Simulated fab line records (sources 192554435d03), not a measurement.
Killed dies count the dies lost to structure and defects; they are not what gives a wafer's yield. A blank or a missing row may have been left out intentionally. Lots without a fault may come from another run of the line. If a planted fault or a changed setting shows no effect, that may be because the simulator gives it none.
fab line records    flow n5Finfet    part 1 of 2: steps 1 to 16 of 23
[record] lots = 5  wafers = 15  lastDay = 19
route steps=1938 shown HKMG_FIN@445 GATE_CUT@465
lots with no fault: from the same line, run without faults
startH: hours from the record's first day to the start of the lot's first wafer shown    waitH: hours from the lot's prior step to this one    " repeats the value in the row above    L1.1+2: a single row standing in for several wafers    - no value, or no start was given    * or withheld: withheld    < > ~ a bound
route shown NAME@n: a module of which the file shows steps, and the number in the route of the first    usual: mean and standard deviation over wafers with no fault    same: alike in all rows    chamber/n: place in a boat    sites: each site's reading    _std_site: standard deviation across them    _edge_site: outer sites' mean less inner sites'    radiusMm: for every site, how far away it sits from the centre of the wafer    mask NAME#n: copy n    behind: the tool/chamber that last shaped the wafer    hold: why the lot was held/for how many hours/how that ended    device: whichever transistor did not switch (one of n, p or np)    end of line: the tests these same wafers got at the end of their route    step lacking rows: just its recipe    killed: dies that structure and defects cost at the first sort, which is not the same as the wafer's yield    map: shows each die of a wafer: x if killed, . if not, _ if none is there
set.NAME: the setting as run; set.NAME@STEP: as run at that earlier step    model.NAME: the simulator's own value behind a step, which no gauge read
lots at selected steps of the route; one table per step, one row per wafer
services: a tool's chamber out of use, with start hour (startH, from the record's first day; less than 0 if before it), hours out, and reason
[[steps]]
[step N5_HKMG_FIN_STRIP_89]
[recipe] chemistry = N2/H2  material = SOC  timeS = 20  powerW = 500  tempC = 40  pressureMtorr = 50  rfFrequencyHz = 6e+07  biasPowerW = 8  h2Frac = 0.5  n2FlowSccm = 300  h2FlowSccm = 300
[usual] drypumpMotorCurrentA = 5.7/0.41  n2FlowSccm = 300.1/0.91  oesProductAu = 0.82/0.11  rfVppV = 54.2/0.85  showerheadPlenumPTorr = 3.35/0.14  throttleValvePct = 19.0/0.4
[same] timeS = 20
lot.wafer  tool        chamber  startH  waitH  drypumpMotorCurrentA  n2FlowSccm  oesProductAu  rfHoursCounterH  rfVppV  showerheadPlenumPTorr  throttleValvePct
L076.1     rieDiel-05  1        90.26   0.0    5.6                   300.4       0.67          238              54.4    3.32                   19.5
L076.4     "           3        "       "      5.5                   298.8       0.71          208              54.5    3.48                   18.9
L076.6     "           3        "       "      5.5                   299.7       0.72          -                54.9    3.48                   18.9
L079.3     rieDiel-01  3        109.08  0.0    6.6                   300.1       0.97          3                54.1    3.57                   18.8
L079.5     "           2        "       "      5.1                   300.0       0.68          -                55.0    3.28                   18.6
L079.6     "           1        "       "      5.8                   300.0       0.95          -                53.5    3.31                   19.4
L091.3     rieDiel-05  0        177.46  0.0    5.5                   299.7       0.79          116              52.7    3.13                   19.4
L091.5     "           1        "       "      5.6                   299.8       0.93          -                54.7    3.31                   19.1
L091.6     "           0        "       "      5.6                   300.3       0.80          -                53.4    3.13                   19.5
L096.2     rieDiel-05  0        213.65  0.0    5.5                   299.7       0.77          126              53.6    3.13                   19.5
L096.5     "           2        "       "      5.7                   298.3       0.82          -                54.1    3.51                   18.8
L096.6     "           0        "       "      5.6                   299.8       0.77          -                52.9    3.13                   19.5
L097.2     rieDiel-01  0        215.18  0.0    5.7                   301.1       0.86          36               54.0    3.29                   18.9
L097.4     "           3        "       "      6.4                   301.1       0.88          45               55.0    3.54                   18.8
L097.5     "           1        "       "      5.8                   300.2       0.89          -                55.2    3.29                   19.5
[step N5_HKMG_FIN_WET_ETCH_87]
[recipe] chemistry = SC1  target = TiN  mix = 1:2:40  tempC = 50  timeS = 154.2  targetDepthNm = 4.7  dry = ipaMarangoni  rinseTimeS = 30  rinseTempC = 23
[usual] bathGuardTempC = 50.2/0.5  nh4ohFlowMLMin = 34.89/0.13  rinseTempC = 23.01/0.11
[same] timeS = 154.2
lot.wafer  tool         chamber  startH  waitH  bathGuardTempC  nh4ohFlowMLMin  rinseTempC
L076.1     wetBench-03  0        90.36   0.1    49.9            34.66           22.83
L076.4     "            6        "       "      51.1            34.91           22.73
L076.6     "            2        "       "      49.9            34.95           23.06
L079.3     wetBench-02  4        109.18  0.1    50.4            34.75           23.17
L079.5     "            2        "       "      50.3            34.94           23.09
L079.6     "            5        "       "      49.8            34.84           22.97
L091.3     wetBench-01  2        177.56  0.1    50.2            35.02           23.06
L091.5     "            5        "       "      50.1            34.73           23.25
L091.6     "            7        "       "      49.8            34.92           22.99
L096.2     wetBench-03  5        213.75  0.1    49.4            34.76           22.89
L096.5     "            6        "       "      50.6            35.06           22.85
L096.6     "            4        "       "      50.1            34.75           23.07
L097.2     wetBench-01  2        215.28  0.1    50.0            34.90           23.08
L097.4     "            1        "       "      49.6            34.82           23.03
L097.5     "            4        "       "      50.5            35.02           23.10
[step N5_HKMG_FIN_STRIP_88]
[recipe] chemistry = N2/H2  powerW = 2500  tempC = 300  h2Frac = 0.65  timeS = 360  pressureMtorr = withheld  n2FlowSccm = 1750  h2FlowSccm = 3250
[usual] drypumpMotorCurrentA = 6.08/0.11  heaterPowerW = 444/44  n2FlowSccm = 1749/4.5
[same] timeS = 360
lot.wafer  tool            chamber  startH  waitH  drypumpMotorCurrentA  heaterPowerW  n2FlowSccm  rfHoursCounterH
L076.1     plasmaAsher-02  1        90.46   0.0    6.13                  480           1753        90
L076.4     "               1        "       "      6.14                  465           1748        -
L076.6     "               0        "       "      6.02                  398           1747        -
L079.3     plasmaAsher-01  1        109.39  0.1    5.95                  511           1757        -
L079.5     "               0        "       "      6.27                  393           1755        -
L079.6     "               1        "       "      5.93                  506           1751        -
L091.3     plasmaAsher-02  1        177.77  0.1    6.14                  479           1749        -
L091.5     "               1        "       "      6.13                  479           1746        -
L091.6     "               0        "       "      6.02                  404           1746        -
L096.2     plasmaAsher-01  1        213.85  0.0    5.99                  499           1756        66
L096.5     "               0        "       "      6.26                  403           1749        -
L096.6     "               1        "       "      5.89                  504           1745        -
L097.2     plasmaAsher-02  1        215.37  0.0    6.13                  497           1752        115
L097.4     "               1        "       "      6.15                  483           1755        -
L097.5     "               1        "       "      6.14                  483           1751        -
[step N5_HKMG_FIN_NWFM_ALD_20]
[recipe] material = TiAlC  targetThkA = 20  tempC = 300  aldPrecursorFamily = TiCl4  aldCoReactant = TEA  pulseTimeS = 3  purgeTimeS = 2  coReactantPurgeTimeS = 2  coReactantPulseTimeS = 10  aldCycles = 7  pressureTorr = 3
[usual] heaterPowerW = 504/43  precursorPulseHeightRel = 1.001/0.021  susceptorTempC = 300.01/0.19
[same] coReactantPurgeTimeS = 2  purgeTimeS = 2
lot.wafer  tool         chamber  startH  waitH  heaterPowerW  precursorPulseHeightRel  sinceWetCleanH  susceptorTempC
L076.1     aldMetal-04  3        90.84   0.3    431           1.009                    2831            300.32
L076.4     "            0        "       "      502           0.992                    2831            299.63
L076.6     "            3        "       "      448           1.029                    -               300.38
L079.3     aldMetal-01  0        109.65  0.1    563           0.982                    5926            299.78
L079.5     "            2        "       "      543           1.050                    -               299.97
L079.6     "            3        "       "      469           0.994                    -               300.02
L091.3     aldMetal-04  2        178.04  0.1    490           0.994                    2918            300.02
L091.5     "            0        "       "      506           1.018                    -               299.80
L091.6     "            1        "       "      542           0.974                    -               300.05
L096.2     aldMetal-04  0        214.23  0.3    499           1.012                    2954            299.92
L096.5     "            1        "       "      525           0.990                    -               299.89
L096.6     "            0        "       "      494           1.005                    -               299.75
L097.2     aldMetal-01  2        215.76  0.3    557           0.984                    6033            300.29
L097.4     "            0        "       "      581           1.010                    6033            300.24
L097.5     "            0        "       "      560           0.988                    -               299.65
[step N5_HKMG_FIN_ALD_71]
[recipe] material = TiN  targetThkA = 10  tempC = 400  aldPrecursorFamily = TiCl4  aldCoReactant = NH3  pulseTimeS = 1  purgeTimeS = 3  coReactantPurgeTimeS = 2  coReactantPulseTimeS = 2  aldCycles = 47  pressureTorr = 3
[usual] heaterPowerW = 900/80  precursorPulseHeightRel = 1.001/0.021  susceptorTempC = 400.05/0.24
[same] coReactantPurgeTimeS = 2  purgeTimeS = 3
lot.wafer  tool         chamber  startH  waitH  heaterPowerW  precursorPulseHeightRel  sinceWetCleanH  susceptorTempC
L076.1     aldMetal-04  3        90.94   0.0    798           1.039                    2831            400.17
L076.4     "            0        "       "      878           0.970                    2831            399.96
L076.6     "            3        "       "      777           1.010                    -               400.15
L079.3     aldMetal-01  0        109.75  0.0    1012          1.019                    5927            400.39
L079.5     "            2        "       "      1008          1.030                    -               400.40
L079.6     "            3        "       "      855           0.996                    -               400.28
L091.3     aldMetal-04  2        178.14  0.0    878           1.024                    2918            400.27
L091.5     "            0        "       "      905           1.007                    -               400.26
L091.6     "            1        "       "      959           0.995                    -               400.27
L096.2     aldMetal-04  0        214.33  0.0    881           0.997                    2954            399.74
L096.5     "            1        "       "      957           0.987                    -               400.18
L096.6     "            0        "       "      907           0.995                    -               399.93
L097.2     aldMetal-01  2        215.86  0.0    966           1.008                    6033            399.91
L097.4     "            0        "       "      977           1.027                    6033            399.72
L097.5     "            0        "       "      1023          0.954                    -               400.00
[step N5_HKMG_FIN_COAT_66]
[recipe] resist = SOC  tempC = 250  timeS = 60  spinRpm = 1500  resistThkNm = 300
[usual] resistLineTempC = 23.00/0.1
[same] timeS = 60
lot.wafer  tool           chamber  startH  waitH  resistLineTempC
L076.1     lithoTrack-05  0        91.22   0.2    22.94
L076.4     "              0        "       "      22.99
L076.6     "              0        "       "      23.00
L079.3     lithoTrack-05  0        110.04  0.2    23.11
L079.5     "              0        "       "      22.92
L079.6     "              0        "       "      23.01
L091.3     lithoTrack-02  0        178.42  0.2    22.83
L091.5     "              0        "       "      22.80
L091.6     "              0        "       "      23.00
L096.2     lithoTrack-02  0        214.61  0.2    23.16
L096.5     "              0        "       "      23.06
L096.6     "              0        "       "      23.11
L097.2     lithoTrack-05  0        216.14  0.2    23.16
L097.4     "              0        "       "      23.06
L097.5     "              0        "       "      23.11
[step N5_HKMG_FIN_ETCH_67]
[recipe] chemistry = N2/H2  target = SOC  targetDepthA = 3889  stopOn = TiN  ionEnergyEv = 100  biasW = 61  pressureMtorr = 30  sourceW = 850  n2FlowSccm = 200  h2FlowSccm = 200
[usual] drypumpMotorCurrentA = 5.7/0.34  n2FlowSccm = 199.9/0.61  oesProductAu = 0.80/0.1  rfVppV = 240.7/1.7  showerheadPlenumPTorr = 2.56/0.12  throttleValvePct = 17.85/0.26
lot.wafer  tool        chamber  startH  waitH  drypumpMotorCurrentA  n2FlowSccm  oesProductAu  rfHoursCounterH  rfVppV  showerheadPlenumPTorr  throttleValvePct
L076.1     rieDiel-03  3        91.28   -      6.5                   200.4       0.74          154              241.1   2.52                   17.45
L076.4     "           1        "       "      5.5                   200.9       0.92          17               243.9   2.73                   17.91
L076.6     "           2        "       "      5.7                   201.0       0.69          -                239.5   2.43                   18.09
L079.3     rieDiel-03  2        110.13  -      5.7                   199.8       0.69          204              240.6   2.43                   18.09
L079.5     "           1        "       "      5.4                   198.7       0.92          -                241.2   2.73                   17.88
L079.6     "           0        "       "      5.6                   198.5       0.69          -                238.2   2.40                   17.82
L091.3     rieDiel-05  1        178.54  -      5.6                   199.7       0.92          8                240.1   2.50                   17.72
L091.5     "           3        "       "      5.5                   199.2       0.68          -                240.7   2.62                   18.05
L091.6     "           0        "       "      5.6                   200.4       0.78          -                239.0   2.36                   18.22
L096.2     rieDiel-03  1        214.67  -      5.4                   200.7       0.85          65               241.9   2.71                   17.96
L096.5     "           1        "       "      5.4                   200.6       0.85          -                241.5   2.71                   17.99
L096.6     "           0        "       "      5.7                   200.1       0.92          -                242.5   2.71                   17.50
L097.2     rieDiel-03  1        216.20  -      5.5                   199.7       0.84          66               242.9   2.71                   17.99
L097.4     "           0        "       "      5.7                   200.2       0.93          13               243.0   2.71                   17.51
L097.5     "           1        "       "      5.5                   200.5       0.84          -                242.0   2.71                   17.98
[step N5_HKMG_FIN_STRIP_90]
[recipe] chemistry = N2/H2  material = SOC  timeS = 20  powerW = 500  tempC = 40  pressureMtorr = 50  rfFrequencyHz = 6e+07  biasPowerW = 8  h2Frac = 0.5  n2FlowSccm = 300  h2FlowSccm = 300
[usual] drypumpMotorCurrentA = 5.7/0.34  n2FlowSccm = 300.0/0.9  oesProductAu = 0.80/0.11  rfVppV = 54.2/0.93  showerheadPlenumPTorr = 3.38/0.15  throttleValvePct = 19.0/0.35
[same] timeS = 20
lot.wafer  tool        chamber  startH  waitH  drypumpMotorCurrentA  n2FlowSccm  oesProductAu  rfHoursCounterH  rfVppV  showerheadPlenumPTorr  throttleValvePct
L076.1     rieDiel-03  3        91.34   0.0    6.5                   300.3       0.73          155              54.3    3.33                   18.3
L076.4     "           1        "       "      5.5                   299.2       0.94          17               56.1    3.60                   19.2
L076.6     "           2        "       "      5.7                   299.4       0.69          -                55.7    3.22                   19.2
L079.3     rieDiel-03  2        110.19  0.0    5.7                   299.6       0.69          205              54.8    3.22                   19.2
L079.5     "           1        "       "      5.4                   300.8       0.92          -                55.6    3.59                   19.2
L079.6     "           0        "       "      5.7                   299.1       0.69          -                53.6    3.18                   19.2
L091.3     rieDiel-05  1        178.60  0.0    5.6                   300.5       0.92          8                54.0    3.31                   19.1
L091.5     "           3        "       "      5.5                   300.4       0.69          -                52.4    3.46                   19.0
L091.6     "           0        "       "      5.6                   301.1       0.79          -                53.1    3.13                   19.5
L096.2     rieDiel-03  1        214.73  0.0    5.5                   299.2       0.86          65               55.8    3.57                   19.3
L096.5     "           1        "       "      5.5                   299.3       0.86          -                54.0    3.57                   19.3
L096.6     "           0        "       "      5.7                   299.5       0.94          -                55.2    3.57                   18.9
L097.2     rieDiel-03  1        216.26  0.0    5.5                   298.3       0.86          66               53.2    3.57                   19.3
L097.4     "           0        "       "      5.7                   299.2       0.94          13               54.7    3.57                   18.9
L097.5     "           1        "       "      5.5                   301.0       0.86          -                54.4    3.57                   19.3
[step N5_HKMG_FIN_WET_ETCH_73]
[recipe] chemistry = SC1  mix = 1:2:40  tempC = 50  timeS = 42.3  targetDepthNm = 1.3  dry = ipaMarangoni  rinseTimeS = 30  rinseTempC = 23
[usual] bathGuardTempC = 50.1/0.42  nh4ohFlowMLMin = 34.87/0.12  rinseTempC = 23.00/0.1
[same] timeS = 42.3
lot.wafer  tool         chamber  startH  waitH  bathGuardTempC  nh4ohFlowMLMin  rinseTempC
L076.1     wetBench-02  0        91.44   0.1    49.7            34.94           23.18
L076.4     "            2        "       "      50.0            34.70           23.08
L076.6     "            3        "       "      49.9            34.84           22.88
L079.3     wetBench-02  0        110.29  0.1    50.2            34.83           23.05
L079.5     "            3        "       "      50.0            34.79           22.97
L079.6     "            5        "       "      50.1            34.85           22.97
L091.3     wetBench-02  6        178.70  0.1    49.8            34.97           23.03
L091.5     "            2        "       "      50.4            34.86           23.01
L091.6     "            1        "       "      51.4            34.88           22.81
L096.2     wetBench-01  2        214.83  0.1    50.3            34.93           23.00
L096.5     "            1        "       "      49.7            35.00           22.91
L096.6     "            7        "       "      49.6            35.00           23.27
L097.2     wetBench-03  6        216.36  0.1    50.5            34.78           23.13
L097.4     "            2        "       "      50.0            34.63           23.14
L097.5     "            3        "       "      50.8            34.88           23.02
[step N5_HKMG_FIN_ETCHBACK_68]
[recipe] chemistry = Cl2/Ar  stopOn = HfO2  targetDepthA = 5  pressureMtorr = 10  icpW = 600  biasW = 60  Cl2_flow_sccm = 40  Ar_flow_sccm = 60
[usual] drypumpMotorCurrentA = 5.6/0.38  oesProductAu = 0.70/0.062  throttleValvePct = 21.02/0.27
lot.wafer  tool         chamber  startH  waitH  drypumpMotorCurrentA  oesProductAu  rfHoursCounterH  throttleValvePct
L076.1     rieMetal-02  1        91.50   0.0    5.1                   0.70          78               20.78
L076.4     "            0        "       "      6.1                   0.67          -                21.56
L076.6     "            0        "       "      6.0                   0.67          -                21.54
L079.3     rieMetal-01  0        110.39  0.1    5.6                   0.67          -                20.98
L079.5     "            0        "       "      5.5                   0.67          -                20.98
L079.6     "            1        "       "      5.3                   0.71          -                20.72
L091.3     rieMetal-02  0        178.79  0.1    6.0                   0.66          -                21.57
L091.5     "            0        "       "      6.0                   0.66          -                21.59
L091.6     "            1        "       "      5.1                   0.68          -                20.81
L096.2     rieMetal-03  1        214.89  0.0    6.0                   0.77          38               20.84
L096.5     "            0        "       "      5.3                   0.63          -                21.22
L096.6     "            1        "       "      6.0                   0.78          -                20.84
L097.2     rieMetal-03  1        216.42  0.0    6.0                   0.76          38               20.84
L097.4     "            1        "       "      6.0                   0.77          -                20.86
L097.5     "            0        "       "      5.3                   0.63          -                21.25
[step N5_HKMG_FIN_STRIP_69]
[recipe] chemistry = N2/H2  powerW = 2500  tempC = 300  h2Frac = 0.65  timeS = 360  pressureMtorr = withheld  n2FlowSccm = 1750  h2FlowSccm = 3250
[usual] drypumpMotorCurrentA = 6.08/0.12  heaterPowerW = 443/44  n2FlowSccm = 1750/5.4
[same] timeS = 360
lot.wafer  tool            chamber  startH  waitH  drypumpMotorCurrentA  heaterPowerW  n2FlowSccm  rfHoursCounterH
L076.1     plasmaAsher-02  0        91.64   0.1    5.99                  402           1743        91
L076.4     "               1        "       "      6.13                  482           1745        -
L076.6     "               1        "       "      6.14                  476           1760        -
L079.3     plasmaAsher-02  0        110.61  0.2    6.01                  411           1757        -
L079.5     "               0        "       "      5.99                  398           1755        -
L079.6     "               1        "       "      6.13                  480           1758        -
L091.3     plasmaAsher-02  1        179.02  0.2    6.14                  483           1747        -
L091.5     "               0        "       "      6.01                  400           1746        -
L091.6     "               1        "       "      6.14                  471           1749        -
L096.2     plasmaAsher-01  0        215.03  0.1    6.27                  409           1748        66
L096.5     "               0        "       "      6.26                  395           1758        -
L096.6     "               1        "       "      5.91                  501           1748        -
L097.2     plasmaAsher-02  0        216.56  0.1    6.01                  405           1740        115
L097.4     "               1        "       "      6.13                  474           1755        -
L097.5     "               1        "       "      6.13                  475           1749        -
[step N5_HKMG_FIN_ALD_21]
[recipe] material = TiN  targetThkA = 15  tempC = 400  aldPrecursorFamily = TiCl4  aldCoReactant = NH3  pulseTimeS = 1  purgeTimeS = 3  coReactantPurgeTimeS = 2  coReactantPulseTimeS = 2  aldCycles = 68  pressureTorr = 3
[usual] heaterPowerW = 898/74  precursorPulseHeightRel = 1.001/0.02  susceptorTempC = 399.97/0.23
[same] coReactantPurgeTimeS = 2  purgeTimeS = 3
lot.wafer  tool         chamber  startH  waitH  heaterPowerW  precursorPulseHeightRel  sinceWetCleanH  susceptorTempC
L076.1     aldMetal-04  2        92.02   0.3    913           0.998                    2832            399.80
L076.4     "            1        "       "      984           1.006                    2832            400.01
L076.6     "            0        "       "      889           0.999                    -               400.13
L079.3     aldMetal-04  0        110.87  0.1    881           0.997                    2851            400.08
L079.5     "            1        "       "      960           1.001                    -               400.02
L079.6     "            2        "       "      899           0.972                    -               400.05
L091.3     aldMetal-04  3        179.28  0.1    777           1.002                    2919            400.05
L091.5     "            1        "       "      959           0.988                    -               399.96
L091.6     "            0        "       "      912           1.006                    -               399.77
L096.2     aldMetal-03  0        215.41  0.3    767           0.963                    4494            399.87
L096.5     "            1        "       "      974           1.004                    -               400.02
L096.6     "            2        "       "      954           1.013                    -               399.76
L097.2     aldMetal-04  2        216.95  0.3    903           0.996                    2957            399.91
L097.4     "            0        "       "      897           1.005                    2957            400.11
L097.5     "            3        "       "      796           1.008                    -               399.62
[step N5_HKMG_FIN_ALD_72]
[recipe] material = W  targetThkA = 20  tempC = 300  pressureTorr = 7.5  aldPrecursorFamily = WF6  aldCoReactant = B2H6  pulseTimeS = 1  purgeTimeS = 2  coReactantPurgeTimeS = 2  coReactantPulseTimeS = 3  aldCycles = 7
[usual] heaterPowerW = 480/23  precursorPulseHeightRel = 1.001/0.019  susceptorTempC = 300.01/0.18
[same] coReactantPurgeTimeS = 2  purgeTimeS = 2
lot.wafer  tool     chamber  startH  waitH  heaterPowerW  precursorPulseHeightRel  sinceWetCleanH  susceptorTempC
L076.1     cvdW-02  0        92.39   0.2    478           1.009                    260             300.23
L076.4     "        1        "       "      515           1.010                    -               300.01
L076.6     "        1        "       "      523           0.999                    -               299.65
L079.3     cvdW-02  1        111.25  0.2    507           0.972                    -               299.85
L079.5     "        0        "       "      473           1.001                    -               300.34
L079.6     "        1        "       "      511           1.015                    -               300.04
L091.3     cvdW-02  1        179.66  0.2    521           0.994                    -               299.97
L091.5     "        1        "       "      505           1.040                    -               299.85
L091.6     "        0        "       "      486           0.984                    -               300.00
L096.2     cvdW-01  0        215.77  0.2    461           1.017                    898             300.07
L096.5     "        1        "       "      465           0.979                    -               299.99
L096.6     "        0        "       "      461           0.988                    -               300.21
L097.2     cvdW-01  0        217.31  0.2    464           0.986                    899             300.00
L097.4     "        1        "       "      449           0.991                    -               300.17
L097.5     "        0        "       "      472           1.004                    -               300.09
[step N5_HKMG_FIN_W_FILL_22]
[recipe] material = W  targetThkA = 600  tempC = 400  pressureTorr = 39.4  timeS = 18.2
[usual] heaterPowerW = 858/42  susceptorTempC = 399.95/0.2  throttleValvePct = 18.7/0.6
[same] timeS = 18.2
lot.wafer  tool     chamber  startH  waitH  heaterPowerW  sinceWetCleanH  susceptorTempC  throttleValvePct
L076.1     cvdW-02  0        92.45   0.0    868           260             400.31          19.5
L076.4     "        1        "       "      921           -               400.04          17.8
L076.6     "        1        "       "      916           -               399.98          17.8
L079.3     cvdW-02  1        111.31  0.0    920           -               400.12          17.8
L079.5     "        0        "       "      875           -               400.02          19.3
L079.6     "        1        "       "      923           -               399.79          17.9
L091.3     cvdW-02  1        179.71  0.0    903           -               399.93          18.0
L091.5     "        1        "       "      931           -               399.82          18.0
L091.6     "        0        "       "      858           -               400.03          19.4
L096.2     cvdW-01  0        215.84  0.0    816           898             400.04          19.0
L096.5     "        1        "       "      813           -               399.92          18.7
L096.6     "        0        "       "      833           -               399.90          18.8
L097.2     cvdW-01  0        217.37  0.0    820           899             399.72          18.9
L097.4     "        1        "       "      830           -               400.18          18.7
L097.5     "        0        "       "      830           -               399.64          18.9
[step N5_HKMG_FIN_PRECLEAN_83]
[recipe] chemistry = DIW  timeS = 57.5  tempC = 23
[same] timeS = 57.5
lot.wafer   tool         chamber  startH  waitH
L076.1+4+6  wetBench-01  6,3,7    92.51   0.0
L079.3+5+6  wetBench-01  5,6,1    111.35  0.0
L091.3+5+6  wetBench-03  3,5,4    179.76  0.0
L096.2+5+6  wetBench-03  2,4,6    215.89  0.0
L097.2+4+5  wetBench-02  3,2,1    217.43  0.0
[step N5_HKMG_FIN_SRD_84]
[recipe] dryTimeS = 32  dry = n2Spin  spinRpm = 1500
lot.wafer   tool         chamber  startH  waitH
L076.1+4+6  wetBench-01  6,3,7    92.52   0.0
L079.3+5+6  wetBench-01  5,6,1    111.37  0.0
L091.3+5+6  wetBench-03  3,5,4    179.78  0.0
L096.2+5+6  wetBench-03  2,4,6    215.91  0.0
L097.2+4+5  wetBench-02  3,2,1    217.45  0.0
